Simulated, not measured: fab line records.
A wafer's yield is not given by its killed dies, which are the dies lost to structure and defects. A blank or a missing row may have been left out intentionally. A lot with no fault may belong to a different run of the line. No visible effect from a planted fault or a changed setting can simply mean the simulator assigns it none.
Chamber matching :: flow n5_finfet :: rie_diel-04 running N5_MOL_CONTACT_COAG_ETCH_91: 4 sister chambers
The step etches SOC in N2/H2, target depth 60 nm, overetch 21 nm, time 101.2 s. 4 wafers are shown with their chamber, then 9 later ones without.

== WAFERS PAIRED WITH THEIR CHAMBERS ==
wafer: L086.5
chamber: 0
throttle_valve_pct (%): 18.25

wafer: L092.1
chamber: 1
throttle_valve_pct (%): 17.96

wafer: L092.2
chamber: 3
throttle_valve_pct (%): 17.66

wafer: L092.3
chamber: 2
throttle_valve_pct (%): 17.83

== WAFERS MISSING THEIR CHAMBER ==
wafer: L093.1
throttle_valve_pct (%): 17.64

wafer: L093.2
throttle_valve_pct (%): 17.81

wafer: L093.4
throttle_valve_pct (%): 17.98

wafer: L096.2
throttle_valve_pct (%): 17.83

wafer: L096.4
throttle_valve_pct (%): 17.67

wafer: L096.6
throttle_valve_pct (%): 17.98

wafer: L097.3
throttle_valve_pct (%): 17.88

wafer: L097.4
throttle_valve_pct (%): 17.84

wafer: L097.5
throttle_valve_pct (%): 17.88

== THE CHAMBER EACH PASSED THROUGH ==
wafer: L093.1
from the rows above: 3
in truth: 3

wafer: L093.2
from the rows above: 2
in truth: 2

wafer: L093.4
from the rows above: 1
in truth: 1

wafer: L096.2
from the rows above: 2
in truth: 2

wafer: L096.4
from the rows above: 3
in truth: 3

wafer: L096.6
from the rows above: 1
in truth: 1

wafer: L097.3
from the rows above: can't be placed: 2 or 1
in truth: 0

wafer: L097.4
from the rows above: 2
in truth: 2

wafer: L097.5
from the rows above: can't be placed: 2 or 1
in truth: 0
7 of 9 placed correctly. From these rows, 2 cannot be placed; in 0 the true chamber is one of the candidates. 0 placed wrongly.
How it was worked out, from the rows above alone: a wafer's distance from a chamber is the root of the sum, over the readings, of the square of ((its reading less the chamber's mean) divided by the reading's scatter). If the next closest chamber is less than 2 further off than the closest, the wafer can't be placed; otherwise it belongs to the closest. Each chamber's mean is taken over the wafers shown for it. The scatter (one wafer shown for each chamber): square how far every hidden wafer sits from the nearest shown wafer, average those squares and take the square root.
